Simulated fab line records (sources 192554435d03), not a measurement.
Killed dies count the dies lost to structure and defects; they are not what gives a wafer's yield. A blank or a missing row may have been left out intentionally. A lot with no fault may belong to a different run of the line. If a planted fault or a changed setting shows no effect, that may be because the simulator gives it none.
Chamber matching ; flow n5Finfet ; 4 sister chambers for N5_BEOL_M9_ETCH_62 on rieDiel-04
The step etches SOC in N2/H2, target depth 110 nm, overetch 22 nm, time 165 s. 8 wafers are shown with their chamber, then 7 later ones without.

WAFERS PAIRED WITH THEIR CHAMBERS
wafer;chamber;showerheadPlenumPTorr (Torr);throttleValvePct (%)
L078.1;3;2.55;17.50
L081.5;3;2.55;17.50
L081.6;0;2.53;17.68
L080.2;2;2.42;18.07
L080.3;0;2.53;17.69
L080.5;1;2.45;17.51
L086.2;1;2.45;17.52
L086.4;2;2.41;18.10

WAFERS WITHOUT THEIR CHAMBER
wafer;showerheadPlenumPTorr (Torr);throttleValvePct (%)
L086.5;2.41;18.11
L093.1;2.44;17.55
L093.2;2.52;17.72
L093.6;2.54;17.55
L094.2;2.44;17.54
L094.3;2.52;17.72
L094.6;2.52;17.73

CHAMBER TAKEN BY EACH
wafer;from the rows above;in truth
L086.5;2;2
L093.1;1;1
L093.2;0;0
L093.6;3;3
L094.2;1;1
L094.3;0;0
L094.6;0;0
Placed correctly: 7 of 7. From these rows, 0 cannot be placed. Number placed wrongly: 0.
How it was worked out, from the rows above alone: a wafer's distance from a chamber is the root of the sum, over the readings, of the square of ((its reading less the chamber's mean) divided by the reading's scatter). The wafer belongs to the nearest chamber; if the next one is less than 2 further off, it can't be placed. Each chamber's mean is taken over the wafers shown for it. The scatter: take each reading less its chamber's mean, square it, sum over the shown wafers, divide by the number of wafers less the number of chambers, and take the root.
